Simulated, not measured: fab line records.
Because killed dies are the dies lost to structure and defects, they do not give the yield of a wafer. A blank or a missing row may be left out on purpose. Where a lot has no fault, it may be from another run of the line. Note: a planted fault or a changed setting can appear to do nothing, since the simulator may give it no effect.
fab line records ; flow n5_finfet
record: lots: 10; wafers: 30; last_day: 17
route steps=1938 shown BEOL_M0@735 BEOL_M1@753 BEOL_M4@1111 PASSIVATION@1936
lots that met no fault: from a run of the same line without faults
start_h: hours from the record's opening day to when the first of the lot's shown wafers began ; wait_h: hours from the lot's prior step to this one ; " unchanged from the row above ; L1.1+2: one row covering several wafers at once ; - no value present, or no start provided ; * or withheld: withheld ; < > ~ a bound
route shown NAME@n: a module of which the file shows steps, and the number in the route of the first ; usual: mean/standard deviation of fault-free wafers ; same: alike in all rows ; chamber/n: place in a boat ; sites: the reading at each site ; _std_site: the values' standard deviation ; _edge_site: inner sites' mean taken away from outer sites' mean ; radius_mm: how far each site lies from the wafer's centre ; mask NAME#n: copy n ; behind: the tool/chamber that last shaped the wafer ; hold: reason for holding the lot/hours on hold/outcome of the hold ; device: the n, p or np transistor that did not switch ; end of line: tests run on the same wafers once the route is complete ; a step with no rows: only its recipe ; killed: dies lost to structure and defects at the first sort, not the wafer's yield ; map: per-die view of a wafer (x killed, . not killed, _ where there is no die)
set.NAME: the setting as run; set.NAME@STEP: as run at that earlier step ; model.NAME: the simulator's own value behind a step, which no gauge read
steps of the route over a sample of lots; a table a step, a row a wafer
services: when a tool's chamber went out of use (start_h, in hours from the record's first day, below 0 if earlier), for how many hours, and the reason
== steps ==
step: N5_BEOL_M0_ANNEAL_117
recipe: temp_c: 400; time_s: 60; ambient: vacuum
usual: heater_power_w: 800/62
lot.wafer;tool;chamber;start_h;wait_h;heater_power_w
L532.2;pvd_sputter-03;-;122.45;0.0;921
L532.4;pvd_sputter-03;-;122.45;0.0;772
L532.5;pvd_sputter-03;-;122.45;0.0;884
L531.1;pvd_sputter-01;-;122.79;0.0;874
L531.3;pvd_sputter-01;-;122.79;0.0;843
L531.5;pvd_sputter-01;-;122.79;0.0;801
L533.1;pvd_sputter-01;-;129.31;0.0;819
L533.2;pvd_sputter-01;-;129.31;0.0;778
L533.3;pvd_sputter-01;-;129.31;0.0;870
L535.1;pvd_sputter-02;-;145.01;0.0;749
L535.5;pvd_sputter-02;-;145.01;0.0;881
L535.6;pvd_sputter-02;-;145.01;0.0;700
L536.2;pvd_sputter-02;-;150.68;0.0;698
L536.3;pvd_sputter-02;-;150.68;0.0;870
L536.5;pvd_sputter-02;-;150.68;0.0;733
L539.1;pvd_sputter-03;-;168.87;0.0;894
L539.3;pvd_sputter-03;-;168.87;0.0;784
L539.6;pvd_sputter-03;-;168.87;0.0;793
L545.1;pvd_sputter-01;-;200.05;0.0;898
L545.2;pvd_sputter-01;-;200.05;0.0;805
L545.4;pvd_sputter-01;-;200.05;0.0;732
L549.1;pvd_sputter-02;-;230.76;0.0;690
L549.2;pvd_sputter-02;-;230.76;0.0;745
L549.4;pvd_sputter-02;-;230.76;0.0;764
L551.4;pvd_sputter-02;-;237.04;0.0;837
L551.5;pvd_sputter-02;-;237.04;0.0;772
L551.6;pvd_sputter-02;-;237.04;0.0;858
L554.1;pvd_sputter-01;-;254.15;0.0;873
L554.2;pvd_sputter-01;-;254.15;0.0;825
L554.6;pvd_sputter-01;-;254.15;0.0;803
step: N5_BEOL_M0_SPUTTER_134
recipe: material: Cu; target_thk_a: 40; temp_c: -20; chamber_pressure_pa: 0.07; power_w: withheld; time_s: 7.37
usual: chuck_gas_flow_sccm: 1.26/0.051; throttle_valve_pct: 30.0/1.1
lot.wafer;tool;chamber;start_h;wait_h;chuck_gas_flow_sccm;throttle_valve_pct
L532.2;pvd_sputter-03;-;122.61;0.0;1.32;29.8
L532.4;pvd_sputter-03;-;122.61;0.0;1.08;31.8
L532.5;pvd_sputter-03;-;122.61;0.0;1.28;29.7
L531.1;pvd_sputter-01;-;122.95;0.0;1.31;30.0
L531.3;pvd_sputter-01;-;122.95;0.0;1.27;28.2
L531.5;pvd_sputter-01;-;122.95;0.0;1.20;31.7
L533.1;pvd_sputter-01;-;129.47;0.0;1.25;27.8
L533.2;pvd_sputter-01;-;129.47;0.0;1.26;31.8
L533.3;pvd_sputter-01;-;129.47;0.0;1.27;30.2
L535.1;pvd_sputter-02;-;145.17;0.0;1.36;28.7
L535.5;pvd_sputter-02;-;145.17;0.0;1.30;31.0
L535.6;pvd_sputter-02;-;145.17;0.0;1.17;28.8
L536.2;pvd_sputter-02;-;150.84;0.0;1.33;28.8
L536.3;pvd_sputter-02;-;150.84;0.0;1.27;30.7
L536.5;pvd_sputter-02;-;150.84;0.0;1.28;29.0
L539.1;pvd_sputter-03;-;169.03;0.0;1.28;29.5
L539.3;pvd_sputter-03;-;169.03;0.0;1.28;31.9
L539.6;pvd_sputter-03;-;169.03;0.0;1.27;29.9
L545.1;pvd_sputter-01;-;200.21;0.0;1.27;29.8
L545.2;pvd_sputter-01;-;200.21;0.0;1.24;31.5
L545.4;pvd_sputter-01;-;200.21;0.0;1.28;30.2
L549.1;pvd_sputter-02;-;230.92;0.0;1.24;28.7
L549.2;pvd_sputter-02;-;230.92;0.0;1.29;28.9
L549.4;pvd_sputter-02;-;230.92;0.0;1.26;30.7
L551.4;pvd_sputter-02;-;237.20;0.0;1.23;30.7
L551.5;pvd_sputter-02;-;237.20;0.0;1.28;28.6
L551.6;pvd_sputter-02;-;237.20;0.0;1.31;30.5
L554.1;pvd_sputter-01;-;254.31;0.0;1.26;30.2
L554.2;pvd_sputter-01;-;254.31;0.0;1.23;27.9
L554.6;pvd_sputter-01;-;254.31;0.0;1.19;31.9
step: N5_BEOL_M1_PECVD_72
recipe: material: SiO2; target_thk_a: 160; temp_c: 400; precursor: TEOS/O2; pressure_torr: 5.5; rf_w: 450; teos_flow_sccm: 53.8; gas: O2; flow_sccm: 3000; time_s: 18
usual: chamber_pressure_Torr: 5.500/0.012; heater_power_w: 700/78; showerhead_plenum_p_Torr: 8.78/0.033; throttle_valve_pct: 22.9/1.1
lot.wafer;tool;chamber;start_h;wait_h;chamber_pressure_Torr;heater_power_w;showerhead_plenum_p_Torr;throttle_valve_pct
L532.2;pecvd-03;0;123.96;0.0;5.494;720;8.88;22.8
L532.4;pecvd-03;2;123.96;0.0;5.502;769;8.81;21.7
L532.5;pecvd-03;0;123.96;0.0;5.502;723;8.85;22.7
L531.1;pecvd-04;1;124.73;0.0;5.508;692;8.78;24.3
L531.3;pecvd-04;2;124.73;0.0;5.483;703;8.80;21.5
L531.5;pecvd-04;0;124.73;0.0;5.513;777;8.76;23.4
L533.1;pecvd-02;1;131.21;0.0;5.481;645;8.82;24.0
L533.2;pecvd-02;0;131.21;0.0;5.506;686;8.79;23.2
L533.3;pecvd-02;2;131.21;0.0;5.491;574;8.78;22.0
L535.1;pecvd-04;0;146.69;0.0;5.492;686;8.77;23.5
L535.5;pecvd-04;1;146.69;0.0;5.510;676;8.78;24.1
L535.6;pecvd-04;0;146.69;0.0;5.504;684;8.76;23.6
L536.2;pecvd-02;2;152.22;0.0;5.506;495;8.77;21.7
L536.3;pecvd-02;1;152.22;0.0;5.493;650;8.77;23.8
L536.5;pecvd-02;0;152.22;0.0;5.528;717;8.79;23.5
L539.1;pecvd-03;1;170.39;0.0;5.481;727;8.72;21.2
L539.3;pecvd-03;2;170.39;0.0;5.481;785;8.80;21.8
L539.6;pecvd-03;1;170.39;0.0;5.471;719;8.73;21.7
L545.1;pecvd-04;2;201.54;0.0;5.504;737;8.79;21.4
L545.2;pecvd-04;1;201.54;0.0;5.508;680;8.77;24.1
L545.4;pecvd-04;0;201.54;0.0;5.480;789;8.75;23.3
L549.1;pecvd-04;1;232.26;0.0;5.505;616;8.76;24.4
L549.2;pecvd-04;0;232.26;0.0;5.493;784;8.74;23.5
L549.4;pecvd-04;0;232.26;0.0;5.498;767;8.77;23.2
L551.4;pecvd-02;2;238.68;0.1;5.489;489;8.78;22.4
L551.5;pecvd-02;0;238.68;0.1;5.483;736;8.81;23.4
L551.6;pecvd-02;1;238.68;0.1;5.505;737;8.79;24.0
L554.1;pecvd-04;1;255.76;0.0;5.474;634;8.79;24.0
L554.2;pecvd-04;0;255.76;0.0;5.504;773;8.79;23.3
L554.6;pecvd-04;2;255.76;0.0;5.512;737;8.79;21.5
step: N5_BEOL_M1_COAT_73
recipe: resist: underlayer; temp_c: 205; time_s: 60; spin_rpm: 1500; resist_thk_nm: 5
usual: heater_power_total_W: 391.7/1.3; spin_speed_rpm: 1500.0/1.1
lot.wafer;tool;chamber;start_h;wait_h;heater_power_total_W;spin_speed_rpm
L532.2;litho_track-02;0;124.38;-;390.1;1500.6
L532.4;litho_track-02;0;124.38;-;390.4;1499.8
L532.5;litho_track-02;0;124.38;-;392.8;1499.7
L531.1;litho_track-01;0;126.32;-;390.5;1501.6
L531.3;litho_track-01;0;126.32;-;390.0;1498.6
L531.5;litho_track-01;0;126.32;-;392.5;1500.6
L533.1;litho_track-02;0;131.82;-;389.7;1499.6
L533.2;litho_track-02;0;131.82;-;390.2;1500.4
L533.3;litho_track-02;0;131.82;-;391.6;1499.7
L535.1;litho_track-01;0;148.43;-;390.3;1500.3
L535.5;litho_track-01;0;148.43;-;390.6;1499.2
L535.6;litho_track-01;0;148.43;-;393.8;1500.0
L536.2;litho_track-02;0;153.04;-;393.3;1432.8
L536.3;litho_track-02;0;153.04;-;393.1;1433.5
L536.5;litho_track-02;0;153.04;-;392.3;1433.7
L539.1;litho_track-02;0;171.37;-;391.1;1433.1
L539.3;litho_track-02;0;171.37;-;390.7;1433.6
L539.6;litho_track-02;0;171.37;-;390.9;1434.0
L545.1;litho_track-03;0;201.74;-;393.4;1498.8
L545.2;litho_track-03;0;201.74;-;390.9;1501.5
L545.4;litho_track-03;0;201.74;-;393.6;1497.7
L549.1;litho_track-03;0;233.53;-;390.4;1497.6
L549.2;litho_track-03;0;233.53;-;391.9;1499.2
L549.4;litho_track-03;0;233.53;-;390.1;1501.4
L551.4;litho_track-02;0;238.87;-;392.9;1499.4
L551.5;litho_track-02;0;238.87;-;393.6;1501.2
L551.6;litho_track-02;0;238.87;-;393.2;1500.5
L554.1;litho_track-02;0;259.38;-;390.1;1500.0
L554.2;litho_track-02;0;259.38;-;392.4;1499.7
L554.6;litho_track-02;0;259.38;-;389.8;1499.1
step: N5_BEOL_M4_RC_MEAS_101
usual: DIBL_N: 36.3/1.7; DIBL_P: 36.3/2.2; IOFF_N: 0.16/0.034; IOFF_P: 0.21/0.038; ION_N: 673/13; ION_P: 461/8.3; SS_N: 71.5/0.55; SS_P: 73.3/0.67; VT_N: 250/3.4; VT_P: -251/3.5
lot.wafer;tool;chamber;start_h;wait_h;DIBL_N[mV/V];DIBL_P[mV/V];IOFF_N[nA/um];IOFF_P[nA/um];ION_N[uA/um];ION_P[uA/um];SS_N[mV/dec];SS_P[mV/dec];VT_N[mV];VT_P[mV]
L532.2;prober-02;0;160.47;0.2;35.6;36.5;0.16;0.20;665;456;71.5;73.2;252;-252
L532.4;prober-02;0;160.47;0.2;34.8;34.9;0.14;0.18;658;449;71.5;73.5;253;-255
L532.5;prober-02;0;160.47;0.2;33.3;33.0;0.12;0.16;651;456;70.5;72.3;257;-254
L531.1;prober-01;0;169.82;0.0;40.2;39.4;0.24;0.28;688;460;72.3;72.9;244;-246
L531.3;prober-01;0;169.82;0.0;36.2;35.4;0.16;0.19;679;461;71.2;72.6;250;-251
L531.5;prober-01;0;169.82;0.0;35.2;33.2;0.12;0.16;653;446;71.2;72.5;254;-254
L533.1;prober-01;0;177.92;0.0;35.3;34.0;0.15;0.18;665;454;70.9;73.4;249;-251
L533.2;prober-01;0;177.92;0.0;33.9;32.8;0.12;0.17;644;446;70.8;73.3;253;-253
L533.3;prober-01;0;177.92;0.0;35.4;35.6;0.15;0.21;660;456;71.4;73.8;253;-249
L535.1;prober-01;0;193.51;0.0;37.5;39.8;0.24;0.25;685;460;72.3;73.0;243;-250
L535.5;prober-01;0;193.51;0.0;35.6;37.9;0.21;0.21;682;458;71.8;72.4;245;-249
L535.6;prober-01;0;193.51;0.0;39.1;42.1;0.29;0.29;690;464;73.6;74.3;239;-245
L536.2;prober-01;0;205.16;0.2;34.6;33.7;0.13;0.17;665;451;71.7;72.1;253;-254
L536.3;prober-01;0;205.16;0.2;39.0;39.7;0.23;0.27;695;472;72.1;73.6;245;-248
L536.5;prober-01;0;205.16;0.2;37.8;38.0;0.19;0.25;684;464;71.8;74.3;248;-248
L539.1;prober-01;0;210.59;0.0;37.0;39.3;0.16;0.25;656;464;71.9;73.5;251;-247
L539.3;prober-01;0;210.59;0.0;37.0;39.2;0.16;0.23;679;465;72.1;73.6;251;-251
L539.6;prober-01;0;210.59;0.0;36.8;38.2;0.15;0.23;663;462;71.5;74.0;250;-246
L545.1;prober-02;0;249.04;0.0;39.4;38.7;0.20;0.26;680;463;71.7;74.4;248;-246
L545.2;prober-02;0;249.04;0.0;35.9;34.5;0.12;0.18;663;458;71.2;73.0;254;-251
L545.4;prober-02;0;249.04;0.0;33.9;32.6;0.11;0.16;659;456;70.3;72.3;255;-250
L549.1;prober-01;0;282.42;0.0;40.0;38.9;0.20;0.23;678;457;72.0;73.2;246;-253
L549.2;prober-01;0;282.42;0.0;38.8;37.3;0.17;0.22;676;460;71.3;72.8;250;-252
L549.4;prober-01;0;282.42;0.0;34.9;32.8;0.11;0.15;665;459;71.3;72.4;256;-259
L551.4;prober-02;0;287.43;0.5;39.4;39.6;0.22;0.27;699;475;71.7;73.7;244;-247
L551.5;prober-02;0;287.43;0.5;35.8;34.8;0.13;0.18;669;462;71.5;72.2;255;-251
L551.6;prober-02;0;287.43;0.5;37.2;37.5;0.18;0.23;688;471;71.2;74.1;248;-250
L554.1;prober-02;0;296.96;0.0;36.2;35.5;0.14;0.17;662;453;71.2;73.1;253;-256
L554.2;prober-02;0;296.96;0.0;38.1;37.5;0.18;0.20;671;455;71.8;73.8;248;-251
L554.6;prober-02;0;296.96;0.0;38.4;38.9;0.20;0.23;693;465;71.8;74.1;248;-253
step: N5_PASSIVATION_PROBE_49
usual: defect_limited_yield: 91.4/1.6; killed_at_M0_to_M3: 34/10; killed_at_M4_up: 12/4.8; killed_at_contacts: 11/6.2; killed_at_front_end: 39/13; killed_at_other: 4/3.1; killed_dies: 101/19; killed_open: 67/14; killed_short: 32/8.3; sort_bin_5_function: 5.0/1; sort_bin_6_memory: 3.2/0.76; sort_bin_8_speed: 0.00/0.026; sort_n_pass: 1079/19; sort_yield_pct: 91.4/1.6
same: gross_dies: 1180; killed_at_back_side: 0; sort_bin_4_leakage[%]: 0
lot.wafer;tool;chamber;start_h;wait_h;defect_limited_yield[%];killed_at_M0_to_M3;killed_at_M4_up;killed_at_contacts;killed_at_front_end;killed_at_other;killed_dies;killed_open;killed_short;sort_bin_5_function[%];sort_bin_6_memory[%];sort_bin_8_speed[%];sort_n_pass;sort_yield_pct[%]
L531.1;prober-01;-;274.50;0.0;89.2;46;18;7;55;1;127;81;46;5.8;4.8;0;1053;89.2
L531.3;prober-01;-;274.60;0.1;89.4;33;17;17;57;1;125;75;46;5.8;4.2;0;1055;89.4
L531.5;prober-01;-;274.70;0.2;90.8;32;19;12;45;0;108;66;41;5.5;3.4;0;1072;90.8
L535.1;prober-02;-;288.24;0.0;91.4;50;6;7;33;6;102;67;34;5.2;2.9;0;1078;91.4
L535.5;prober-02;-;288.44;0.2;89.0;29;9;15;72;5;130;87;42;6.6;4.2;0;1050;89.0
L535.6;prober-02;-;288.49;0.3;91.8;38;13;10;34;2;97;67;29;4.6;3.6;0;1083;91.8
L545.1;prober-02;-;348.04;0.0;89.7;53;6;17;43;3;122;84;36;6.0;3.8;0;1058;89.7
L545.2;prober-02;-;348.09;0.1;91.3;31;4;21;46;1;103;74;26;4.9;3.6;0;1077;91.3
L545.4;prober-02;-;348.19;0.2;91.1;28;9;19;47;2;105;73;32;5.8;2.5;0;1075;91.1
L551.6;prober-02;-;392.61;0.3;92.5;18;9;19;39;3;88;50;37;4.2;2.8;0;1092;92.5
killed by level:class
L531.1 BEOL_M0_SAQP:geometric_particle:short=18 FIN_SAQP:geometric_particle:short=13 FIN_SAQP:geometric_particle:open=12 BEOL_M2:geometric_particle:open=11 BEOL_M0_SAQP:geometric_particle:open=8 ILD0:geometric_particle:open=7 DUMMY_GATE:geometric_particle:open=6 BEOL_M4:geometric_particle:open=6
L531.3 BEOL_M0_SAQP:geometric_particle:short=17 MOL_CONTACT_COAG:geometric_particle:open=15 FIN_SAQP:geometric_particle:open=13 FIN_SAQP:geometric_particle:short=12 BEOL_M4:geometric_particle:open=8 BEOL_M0_SAQP:geometric_particle:open=8 DUMMY_GATE:geometric_particle:open=7 GATE_CUT:geometric_particle:short=7
L531.5 BEOL_M0_SAQP:geometric_particle:open=15 FIN_SAQP:geometric_particle:short=14 FIN_SAQP:geometric_particle:open=12 BEOL_M4:geometric_particle:open=12 BEOL_M0_SAQP:geometric_particle:short=10 MOL_CONTACT_COAG:geometric_particle:open=9 DUMMY_GATE:geometric_particle:open=6 STARTING-WAFER:geometric_particle:short=4
L535.1 BEOL_M0_SAQP:geometric_particle:short=13 BEOL_M2:geometric_particle:open=12 BEOL_M0_SAQP:geometric_particle:open=8 STI_FIN_REVEAL:geometric_particle:open=7 MOL_CONTACT_COAG:geometric_particle:open=7 BEOL_M1:geometric_particle:open=6 FIN_SAQP:geometric_particle:open=5 FIN_SAQP:geometric_particle:short=5
L535.5 FIN_SAQP:geometric_particle:open=27 MOL_CONTACT_COAG:geometric_particle:open=10 BEOL_M0_SAQP:geometric_particle:short=9 FIN_SAQP:geometric_particle:short=8 DUMMY_GATE:geometric_particle:open=7 STI_FIN_REVEAL:geometric_particle:open=6 GATE_CUT:geometric_particle:open=6 GATE_CUT:geometric_particle:short=5
L535.6 BEOL_M0_SAQP:geometric_particle:open=13 BEOL_M2:geometric_particle:open=10 STI_FIN_REVEAL:geometric_particle:open=9 BEOL_M0_SAQP:geometric_particle:short=8 MOL_CONTACT_COAG:geometric_particle:open=6 BEOL_M7:geometric_particle:open=5 FIN_SAQP:geometric_particle:short=4 FIN_SAQP:geometric_particle:open=4
L545.1 MOL_CONTACT_COAG:geometric_particle:open=14 BEOL_M0_SAQP:geometric_particle:open=13 BEOL_M0_SAQP:geometric_particle:short=12 FIN_SAQP:geometric_particle:open=11 STI_FIN_REVEAL:geometric_particle:open=11 BEOL_M3:geometric_particle:open=10 FIN_SAQP:geometric_particle:short=7 BEOL_M2:geometric_particle:open=6
L545.2 FIN_SAQP:geometric_particle:open=19 MOL_CONTACT_COAG:geometric_particle:open=17 BEOL_M3:geometric_particle:open=15 BEOL_M0_SAQP:geometric_particle:short=6 FIN_SAQP:geometric_particle:short=6 STI_FIN_REVEAL:geometric_particle:open=5 DUMMY_GATE:geometric_particle:open=4 MOL_CONTACT_COAG:geometric_particle:short=4
L545.4 MOL_CONTACT_COAG:geometric_particle:open=19 STI_FIN_REVEAL:geometric_particle:open=14 FIN_SAQP:geometric_particle:open=10 BEOL_M0_SAQP:geometric_particle:short=8 FIN_SAQP:geometric_particle:short=7 BEOL_M3:geometric_particle:open=7 BEOL_M2:geometric_particle:open=4 STI_FIN_REVEAL:geometric_particle:short=4
L551.6 MOL_CONTACT_COAG:geometric_particle:open=17 FIN_SAQP:geometric_particle:short=9 BEOL_M0_SAQP:geometric_particle:short=7 GATE_CUT:geometric_particle:short=6 BEOL_M1:geometric_particle:open=6 FIN_SAQP:geometric_particle:open=5 STI_FIN_REVEAL:geometric_particle:open=5 DUMMY_GATE:geometric_particle:open=4
== services ==
tool;chamber;start_h;hours;kind
pvd_sputter-01;-;109.58;0.8;repair
pecvd-03;-;134.59;1.1;repair
pvd_sputter-03;-;143.41;1.6;repair
pecvd-03;1;147.00;5.5;scheduled_down
litho_track-03;-;160.39;-;consumable_replace:filter
litho_track-01;-;167.90;-;consumable_replace:filter
pecvd-03;2;178.61;11.9;repair
pecvd-03;2;202.38;-;clean
pecvd-03;2;202.38;-;consumable_replace:showerhead
pecvd-03;2;202.38;29.0;scheduled_down
pecvd-03;2;202.38;29.0;vent_cycle
pecvd-03;0;237.48;20.3;repair
pecvd-02;-;243.66;2.5;repair
pecvd-02;-;250.95;1.2;repair
== key ==
first_sign: step: N5_BEOL_M1_COAT_73; reading: spin_speed_rpm; direction: down; sigmas: 61; usual: *; struck: *
effect none on later readings
met_at N5_BEOL_M1_COAT_73
struck_lots L536,L539
not_acting_at N5_BEOL_M0_ANNEAL_117,N5_BEOL_M0_SPUTTER_134,N5_BEOL_M1_PECVD_72
onset_between 131.82 153.04
fault: kind: process_parameter_drift; tool: litho_track-02; chamber: -; onset_h: 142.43; steps: N5_BEOL_M1_COAT_73; channel: spin_rpm; offset: *; shape: step; end_h: 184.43; acts_in: *; stated: *
